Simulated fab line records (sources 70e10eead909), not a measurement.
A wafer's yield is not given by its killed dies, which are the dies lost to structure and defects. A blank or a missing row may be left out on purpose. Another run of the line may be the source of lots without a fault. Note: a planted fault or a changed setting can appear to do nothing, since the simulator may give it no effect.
Comparing a struck lot with a sound one || flow nand_harc || 13 steps out of a route of 1159
Sound: these wafers, L914.2, L914.3, L914.6. Wafers struck: L924.2, L924.5. Last of all comes the cause.
Per side, at each step with rows, come the tool, then ch with its chambers, and then its first start. Under that, the readings that differ: sound wafers || struck wafers || difference of the means || sigmas: that difference in standard deviations of wafers without a fault.
alike: readings with means less than 2 such deviations apart, plus words and numbers identical on both sides. not compared: withheld readings, readings lacking a value on some wafer, bounds such as >300 that could conceal the same value, and numbers that have no deviation in the record and whose values overlap.
The two part at a step that has a row with sigmas, a row that says differs or no value, or rows on one side only. Non-overlapping numbers with no deviation appear without sigmas and do not part them. A reading that every wafer of one side lacks parts them only if that side has two wafers or more.

first, 1 step without rows for these wafers: NHARC_A_SLIT_SRD_20.
NHARC_A_SLIT_CD_MEAS_21:
  struck on cd_sem-02, day 18 19:48; sound on cd_sem-01, day 16 21:02
  alike: cd_nm
then, 3 steps without rows for these wafers: NHARC_A_SIN_REMOVE_WET_00 (chemistry H3PO4, time 15300 s); NHARC_A_SIN_REMOVE_PRECLEAN_01 (cleans in SC1); NHARC_A_SIN_REMOVE_SRD_02.
NHARC_A_SIN_REMOVE_INSPECT_04:
  struck on defect_inspect-02, day 19 02:44; sound on defect_inspect-01, day 17 03:45
  alike: raw_defect_count
NHARC_A_WL_FILL_ALD_00: deposits Al2O3, target thk 3 nm, pulse time 3 s, ald cycles 30.
  sound on ald_hk-04 ch 0,1,2, day 17 03:56; struck on ald_hk-04 ch 1,3, day 19 02:53
  alike: heater_power_w, precursor_pulse_height_rel
NHARC_A_WL_FILL_RTA_01: time 5 s.
  sound on rtp_anneal-02 ch 0, day 17 04:16; struck on rtp_anneal-01 ch 0, day 19 03:05
{"reading": "lamp_zone_6_pct (%)", "sound": "30.2 30.3 30.2", "struck": "27.7 27.8", "difference": -2.5, "sigmas": -2}
  alike: lamp_power_pct, wafer_temp_C_max
NHARC_A_WL_FILL_ALD_02: deposits TiN, target thk 2 nm, pulse time 3 s, ald cycles 100.
  sound on ald_metal-04 ch 0,2,3, day 17 04:30; struck on ald_metal-03 ch 2, day 19 03:17
  alike: heater_power_w, precursor_pulse_height_rel
NHARC_A_WL_FILL_CVD_03: deposits W, target thk 40 nm, time 3302 s.
  sound on cvd_w-02 ch 1, day 17 12:53; struck on cvd_w-01 ch 1, day 19 05:17
  alike: heater_power_w, mfc_ar_sccm, throttle_valve_pct
NHARC_A_WL_FILL_ETCHBACK_04: etches the open film in NF3, target depth 60 nm, time 120 s.
  sound on rie_metal-03 ch 0, day 17 16:11; struck on rie_metal-03 ch 1, day 19 08:38
{"reading": "oes_product_au (a.u.)", "sound": "1.010 1.004 1.011", "struck": "0.974 0.984", "difference": -0.029, "sigmas": -3}
{"reading": "run_length_s (s)", "sound": "142.4 142.3 142.1", "struck": "96.9 96.7", "difference": -45.5, "sigmas": -91}
  alike: drypump_motor_current_A
  not compared: rf_hours_counter_h
NHARC_A_WL_FILL_ETCHBACK_05: etches the open film in Cl2/BCl3, target depth 22 nm, time 60 s.
  sound on rie_metal-03 ch 0,1, day 17 16:25; struck on rie_metal-03 ch 0, day 19 08:52
  alike: drypump_motor_current_A, oes_product_au, run_length_s
  not compared: rf_hours_counter_h
-- jump in the record: it breaks off in module A_WL_FILL and resumes in module END (first step shown: number 1159 of the route), and 5 days separate the struck wafers' starts before and after --
NHARC_END_SORT_01:
  at this point the record logs the struck wafers (prober-02 ch 0, day 23 22:08) and has no rows for the sound ones

WHERE THEY PART
Earliest at NHARC_A_WL_FILL_RTA_01; latest, in this record, at NHARC_END_SORT_01.

WHY: the cause the simulator had injected
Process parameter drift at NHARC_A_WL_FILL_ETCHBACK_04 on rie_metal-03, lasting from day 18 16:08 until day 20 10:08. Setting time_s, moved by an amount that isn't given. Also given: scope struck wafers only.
